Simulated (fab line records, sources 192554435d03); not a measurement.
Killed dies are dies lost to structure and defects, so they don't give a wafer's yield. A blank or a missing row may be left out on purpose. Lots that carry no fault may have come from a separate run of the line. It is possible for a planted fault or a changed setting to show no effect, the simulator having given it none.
A lot that was struck, set against a sound lot / flow n5_finfet / 15 out of 1938 route steps
Sound: wafers L510.4, L510.5, L510.6. Struck: wafer L521.6. (L521.2, L521.4 of the same lot were not struck and are left out.) The cause comes at the end.
Order at every step that has rows: each side's tool, ch and its chambers, its first start. Under that, the readings that differ: sound wafers / struck wafers / difference of the means / sigmas: that difference in standard deviations of wafers without a fault.
alike: a reading whose means differ by less than 2 such deviations, as well as words and numbers matching on both sides. not compared: withheld readings; readings where some wafer has no value; bounds like >300 that might hide an equal value; numbers whose values overlap and for which the record gives no deviation.
A row with sigmas, a row that says differs or no value, or rows on one side alone: a step with any of these is where the two part. Non-overlapping numbers with no deviation appear without sigmas and do not part them. A reading missing from all wafers of one side parts the sides only when that side holds two or more wafers.

first, 8 steps without rows for these wafers: N5_MIM_BOT_LITHO_HMDS_01 (time 60 s); N5_MIM_BOT_LITHO_COAT_02; N5_MIM_BOT_LITHO_EBR_04; N5_MIM_BOT_LITHO_SOFTBAKE_03 (time 90 s); N5_MIM_BOT_LITHO_EXPOSE_05 (exposes mask MIM BOT); N5_MIM_BOT_LITHO_PEB_06; N5_MIM_BOT_LITHO_DEVELOP_07 (develop time 60 s); N5_MIM_BOT_LITHO_HARDBAKE_09 (time 120 s).
N5_MIM_BOT_LITHO_CD_MEAS_08: target cd 3000 nm.
  sound on cd_sem-02 ch 0, day 12 04:44; struck on cd_sem-02 ch 0, day 15 01:11
  alike: cd_nm
N5_MIM_BOT_LITHO_OVL_MEAS_11:
  sound on overlay-01 ch 0, day 12 04:46; struck on overlay-02 ch 0, day 15 01:13
  alike: MIM_BOT_OVL
N5_MIM_BOT_LITHO_INSPECT_12: inspects for defects (macro).
  struck on defect_inspect-02, day 15 01:14; sound on defect_inspect-01, day 12 04:47
  alike: raw_defect_count
N5_MIM_BOT_LITHO_DESCUM_10: chemistry O2, time 7.9 s.
  sound on rie_diel-04 ch 0,1,2, day 12 04:52; struck on rie_diel-04 ch 2, day 15 01:16
  alike: drypump_motor_current_A, oes_product_au, rf_vpp_V, showerhead_plenum_p_Torr, temp_c, throttle_valve_pct
  not compared: rf_hours_counter_h
N5_MIM_BOT_ETCH_ETCH_04: etches SiNx in CF4/O2, target depth 26 nm, time 13 s.
  sound on rie_diel-04 ch 0,1,2, day 12 04:56; struck on rie_diel-04 ch 2, day 15 01:20
reading=model.etch.depth_nm (nm); sound=26.41 26.28 26.04; struck=32.75; difference=+6.51; sigmas=
  alike: drypump_motor_current_A, oes_product_au, rf_vpp_V, showerhead_plenum_p_Torr, throttle_valve_pct
  not compared: rf_hours_counter_h
N5_MIM_BOT_ETCH_ETCH_03: etches the open film in Cl2/BCl3, target depth 12 nm.
  sound on rie_metal-02 ch 0,1, day 12 05:01; struck on rie_metal-02 ch 1, day 15 01:27
  alike: bcl3_flow_sccm, drypump_motor_current_A, oes_product_au, throttle_valve_pct
  not compared: rf_hours_counter_h
N5_PASSIVATION_PROBE_49:
  struck on prober-01, day 15 13:36; sound on prober-01, day 12 13:46
  alike: defect_limited_yield, killed_at_M0_to_M3, killed_at_M4_up, killed_at_contacts, killed_at_front_end, killed_at_other, killed_dies, killed_open, killed_short, sort_bin_5_function, sort_bin_6_memory, sort_bin_8_speed, sort_n_pass, sort_yield_pct

WHERE THEY PART
Nowhere in this record.

WHY: what the simulator had put in
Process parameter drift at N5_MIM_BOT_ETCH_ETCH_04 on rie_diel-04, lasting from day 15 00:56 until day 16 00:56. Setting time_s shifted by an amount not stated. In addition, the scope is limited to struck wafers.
